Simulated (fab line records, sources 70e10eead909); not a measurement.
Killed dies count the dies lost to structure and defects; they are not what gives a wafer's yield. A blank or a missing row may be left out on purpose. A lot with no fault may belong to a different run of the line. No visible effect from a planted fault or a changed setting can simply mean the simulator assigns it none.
Chamber matching | flow nand-harc | NHARC_A_CHANNEL_FILL_D1_ETCHBACK_19 on rie-si-05 has 4 sister chambers
The step etches the open film in HBr/Cl2, target depth 5 nm, time 1.7 s. 16 wafers are shown with their chamber, then 8 later ones without.

== EACH WAFER AND ITS CHAMBER ==
wafer  | chamber | drypump-motor-current-A (A) | oes-product-au (a.u.) | throttle-valve-pct (%)
L079.3 | 3       | 5.3                         | 1.005                 | 26.423
L079.4 | 2       | 5.8                         | 0.998                 | 26.406
L079.5 | 1       | 5.4                         | 1.011                 | 26.395
L080.1 | 1       | 5.4                         | 1.012                 | 26.392
L080.4 | 0       | 5.9                         | 0.989                 | 26.387
L080.6 | 2       | 5.8                         | 1.003                 | 26.403
L081.1 | 0       | 5.8                         | 1.001                 | 26.405
L081.5 | 2       | 5.8                         | 1.012                 | 26.410
L081.6 | 3       | 5.3                         | 1.019                 | 26.409
L082.2 | 3       | 5.3                         | 1.008                 | 26.414
L082.4 | 2       | 5.8                         | 0.999                 | 26.409
L082.6 | 3       | 5.3                         | 1.014                 | 26.382
L083.1 | 1       | 5.4                         | 1.004                 | 26.384
L083.3 | 0       | 5.9                         | 1.002                 | 26.410
L083.4 | 2       | 5.8                         | 1.007                 | 26.404
L085.1 | 0       | 5.8                         | 0.998                 | 26.414

SIGNATURES, as means of the wafers listed above
reading                 | chamber 0 | chamber 1 | chamber 2 | chamber 3 | scatter within a chamber
drypump-motor-current-A | 5.850     | 5.400     | 5.800     | 5.300     | 0.0289
oes-product-au          | 0.99750   | 1.00900   | 1.00380   | 1.01150   | 0.00574
throttle-valve-pct      | 26.40400  | 26.39033  | 26.40640  | 26.40700  | 0.011
Rule: for a wafer and a chamber, the distance is found by dividing, reading by reading, the gap between the wafer's reading and the chamber's mean by the reading's scatter, squaring, summing and taking the root. If the next closest chamber is less than 2 further off than the closest, the wafer can't be placed; otherwise it belongs to the closest. The scatter: the root of (the sum of the squares of (reading less its chamber's mean) over the shown wafers, divided by (wafers less chambers)).

== WAFERS WITH NO CHAMBER GIVEN ==
wafer  | drypump-motor-current-A (A) | oes-product-au (a.u.) | throttle-valve-pct (%)
L085.3 | 5.3                         | 1.021                 | 26.411
L085.6 | 5.3                         | 1.013                 | 26.413
L086.3 | 5.4                         | 1.008                 | 26.392
L086.4 | 5.3                         | 1.015                 | 26.403
L086.6 | 5.8                         | 1.003                 | 26.392
L093.2 | 5.3                         | 0.998                 | 26.399
L093.4 | 5.8                         | 0.993                 | 26.408
L093.5 | 5.3                         | 1.015                 | 26.392

== THE CHAMBER EACH PASSED THROUGH ==
wafer  | from the rows above     | in truth
L085.3 | 3                       | 3
L085.6 | 3                       | 3
L086.3 | 1                       | 1
L086.4 | 3                       | 3
L086.6 | can't be placed: 2 or 0 | 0
L093.2 | can't be placed: 3 or 1 | 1
L093.4 | can't be placed: 2 or 0 | 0
L093.5 | 3                       | 3
5 of 8 placed correctly. Unplaceable from these rows: 3, with the true chamber sitting among the candidates in 3. 0 placed wrongly.
